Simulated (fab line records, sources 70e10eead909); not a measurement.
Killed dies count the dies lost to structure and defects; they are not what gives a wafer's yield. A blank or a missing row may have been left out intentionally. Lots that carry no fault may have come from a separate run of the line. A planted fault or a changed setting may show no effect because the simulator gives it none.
A lot that was struck, set against a sound lot    flow nand_harc    21 out of 1159 route steps
Sound: the wafers L221.2, L221.5, L221.6. The struck wafers were L229.1, L229.5, L229.6. The cause is given at the end.
Order at every step that has rows: each side's tool, ch and its chambers, its first start. Under that, the readings that differ: sound wafers    struck wafers    difference of the means    sigmas: that difference in standard deviations of wafers without a fault.
alike: readings with means less than 2 such deviations apart, plus words and numbers identical on both sides. not compared: withheld readings, readings lacking a value on some wafer, bounds such as >300 that could conceal the same value, and numbers that have no deviation in the record and whose values overlap.
Wherever a step has rows on one side only, a row that says differs or no value, or a row with sigmas, the two part there. When numbers do not overlap yet have no deviation, they are printed without sigmas and do not part them. A reading missing from all wafers of one side parts the sides only when that side holds two or more wafers.

NHARC_A_BLC_CMP_25: polishes, t overpolish 30 s, target thk 150 nm.
  sound on cmp-03 ch 0,1, day 19 06:56; struck on cmp-01 ch 1,2,3, day 22 02:20
  alike: motor_current_A, overpolish_run_s, time_to_endpoint_s
next, for these wafers, 1 step has no rows: NHARC_A_BLC_SRD_27.
NHARC_A_BLC_INSPECT_28:
  sound on defect_inspect-01 at day 19 07:21; struck on defect_inspect-02 at day 22 02:40
  alike: raw_defect_count
then, 8 steps without rows for these wafers: NHARC_A_M0_DEP_00 (deposits SiOC, target thk 150 nm); NHARC_A_M0_DEHYDRATE_01 (time 120 s); NHARC_A_M0_HMDS_02 (time 30 s); NHARC_A_M0_COAT_33 (time 65 s); NHARC_A_M0_COAT_03 (resist thk 90 nm); NHARC_A_M0_SOFTBAKE_04 (time 55 s); NHARC_A_M0_EBR_05; NHARC_A_M0_EXPOSE_06 (exposes mask A M0, target cd 80 nm).
NHARC_A_M0_PEB_07: peb time 65 s.
  sound on litho_track-04 ch 0, day 19 08:03; struck on litho_track-04 ch 0, day 22 03:29
reading                   sound               struck                difference  sigmas
heater_power_total_W (W)  157.1 156.3 156.8   164.5 164.0 163.4     +7.2        +16
plate_temp_C (C)          100.06 99.84 99.83  103.28 103.51 103.47  +3.51       +25
then, 1 step without rows for these wafers: NHARC_A_M0_DEVELOP_08 (develop time 35 s).
NHARC_A_M0_CD_MEAS_09 targets a cd of 80 nm.
  sound on cd_sem-03 ch 0, day 19 08:08; struck on cd_sem-01 ch 0, day 22 03:34
reading     sound           struck          difference  sigmas
cd_nm (nm)  80.2 79.6 80.3  93.8 92.8 92.9  +13.1       +22
NHARC_A_M0_OVL_MEAS_10: pitch 160 nm.
  sound on overlay-01 at day 19 08:13; struck on overlay-02 at day 22 03:40
  alike: overlay_x_nm, overlay_y_nm
NHARC_A_M0_INSPECT_11:
  sound on defect_inspect-02 at day 19 08:15; struck on defect_inspect-02 at day 22 03:41
  alike: raw_defect_count
NHARC_A_M0_DESCUM_14: chemistry O2, time 3 s.
  sound on rie_diel-09 ch 2,3, day 19 08:19; struck on rie_diel-04 ch 0,1, day 22 03:45
reading                sound             struck             difference  sigmas
model.A_M0.cd_nm (nm)  79.5 79.92 79.95  93.42 93.08 92.63  +13.25      
  alike: drypump_motor_current_A, oes_product_au, rf_vpp_V, showerhead_plenum_p_Torr, throttle_valve_pct
  not compared: rf_hours_counter_h
NHARC_A_M0_ETCH_34: etches the open film in N2/H2, target depth 40 nm, overetch 12 nm, time 43.94 s.
  sound on rie_diel-09 ch 1,2,3, day 19 08:25; struck on rie_diel-04 ch 0,3, day 22 03:51
  alike: drypump_motor_current_A, oes_product_au, rf_vpp_V, showerhead_plenum_p_Torr, throttle_valve_pct
  not compared: rf_hours_counter_h
NHARC_A_M0_ETCH_15: etches the open film in C4F8/Ar, target depth 150 nm, overetch 15 nm, time 82.5 s.
  sound: rie_diel-09 ch 2,3; struck: rie_diel-04 ch 1,2,3
reading                sound              struck          difference  sigmas
model.A_M0.cd_nm (nm)  79.22 80.06 80.05  93.56 93 92.92  +13.38      
  alike: oes_product_au, rf_vpp_V
  not compared: rf_hours_counter_h
NHARC_A_M0_CD_MEAS_16:
  sound on cd_sem-02 at day 19 08:37; struck on cd_sem-02 at day 22 04:03
reading     sound           struck          difference  sigmas
cd_nm (nm)  79.2 80.2 80.0  93.6 93.0 93.2  +13.5       +17
-- jump in the record: it breaks off in module A_M0 and resumes in module END (first step shown: number 1159 of the route), and 2 days separate the struck wafers' starts before and after --
NHARC_END_SORT_01:
  only the struck wafers appear in the record here, on prober-02 ch 0 at day 24 10:38; the sound ones have no rows

== WHERE THEY PART ==
Earliest at NHARC_A_M0_PEB_07; latest, in this record, at NHARC_END_SORT_01.

WHY: what the simulator had put in
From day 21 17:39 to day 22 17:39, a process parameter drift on litho_track-04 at NHARC_A_M0_PEB_07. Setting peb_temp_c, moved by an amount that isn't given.
